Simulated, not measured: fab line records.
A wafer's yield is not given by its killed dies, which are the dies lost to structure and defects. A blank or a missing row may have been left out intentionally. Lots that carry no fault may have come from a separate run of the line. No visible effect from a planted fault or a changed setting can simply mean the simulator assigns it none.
Problem report in the 8D (eight disciplines) form, filled by code || flow nandHarc || the parts of the form that need people (team, actions taken, sign-off) are left out

1. THE ISSUE
A mean of 522.1 W is read at NHARC_P_CONTACT_DEP_30 for rfFwdPowerW, taken on 1 wafer of 1 lot, against 448.9 W (standard deviation 1.4) on wafers free of any fault. That is +52 standard deviations from the usual mean.
The step: deposits SiNx, target thk 30 nm.
First observed at day 13 11:26: wafer L765.2, on pecvd-02. Wafers with a number at this step in the record: 36, from 12 lots. By rule, "out" or "out of limits" means more than 4 standard deviations away from the usual mean. Any other wafer with a number is counted as sound.

2. WHAT IT IS AND WHAT IT IS NOT
{"question": "which readings at this step", "is": "rfFwdPowerW", "is not": "heaterPowerW"}
{"question": "which lots", "is": "L765", "is not": "L747, L748, L749, L750, L751, L752, L753, L755, L756, L757, L758"}
{"question": "which wafers of those lots", "is": "L765.2", "is not": "L765.3, L765.6"}
{"question": "read on which tools", "is": "pecvd-02", "is not": "pecvd-03, pecvd-04"}
{"question": "when", "is": "from day 13 11:26", "is not": "up to then (35 sound wafers)"}

3. WHAT RULES OUT EACH SUSPECT
Counting: a tool at a process step up to the reading stays a suspect if it ran every lot that is out. Sound lots after the first of them don't rule it out here, since some wafers of a struck lot are sound.
- rieDiel-07 at NHARC_P_GATE_STRIP_101 (strips in O2, time 20 s): kept. The lot that is out, L765, ran on it at day 13 03:55; the last sound lot it ran before that was L755, at day 8 23:53.
- rtpAnneal-02 at NHARC_P_GATE_RTA_80 (time 30 s): kept. The lot that is out, L765, ran on it at day 13 10:45; the last sound lot it ran before that was L758, at day 10 17:52.
- pecvd-02 at NHARC_P_CONTACT_DEP_30 (deposits SiNx, target thk 30 nm): kept. The lot that is out, L765, ran on it at day 13 11:26; the last sound lot it ran before that was L755, at day 9 07:22. On those wafers its own readings are out: rfFwdPowerW.
- rieDiel-07, NHARC_P_GATE_STRIP_101: wafers that are out in chamber 0, sound lot-mates in chambers 2, 3.
- pecvd-02, NHARC_P_CONTACT_DEP_30: wafers that are out in chamber 1, sound lot-mates in chambers 0, 2.
rieDiel-07 at NHARC_P_GATE_STRIP_101, rtpAnneal-02 at NHARC_P_GATE_RTA_80 and pecvd-02 at NHARC_P_CONTACT_DEP_30 are what is left after counting.

4. THE CAUSE (what the simulator had put in)
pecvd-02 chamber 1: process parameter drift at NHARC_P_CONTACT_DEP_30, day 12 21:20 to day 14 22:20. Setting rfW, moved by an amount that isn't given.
Counting leaves 3 suspects; this tool is one of them.

5. THE EFFECT CHAIN, in route order
One row per reading whose mean, taken over the struck wafers that have a number, lies over 3 standard deviations from the usual. Only readings whose record carries a usual standard deviation are examined. hours: median over the lots of the time between each lot's start at the first step of this table that gives one and its start at this step. sigmas: the change, counted in usual standard deviations.
{"hours": 0, "step": "NHARC_P_CONTACT_DEP_30", "reading": "rfFwdPowerW", "usual": "448.9 W", "on struck wafers": 522.1, "change": "+73.2", "sigmas": "+52"}
It contains these process steps:
- NHARC_P_CONTACT_DEP_30: deposits SiNx, target thk 30 nm.

6. WHAT WOULD HAVE CAUGHT IT SOONER
In this record the first reading out of limits was taken at day 13 11:26, 14 hours after the fault began at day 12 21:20.
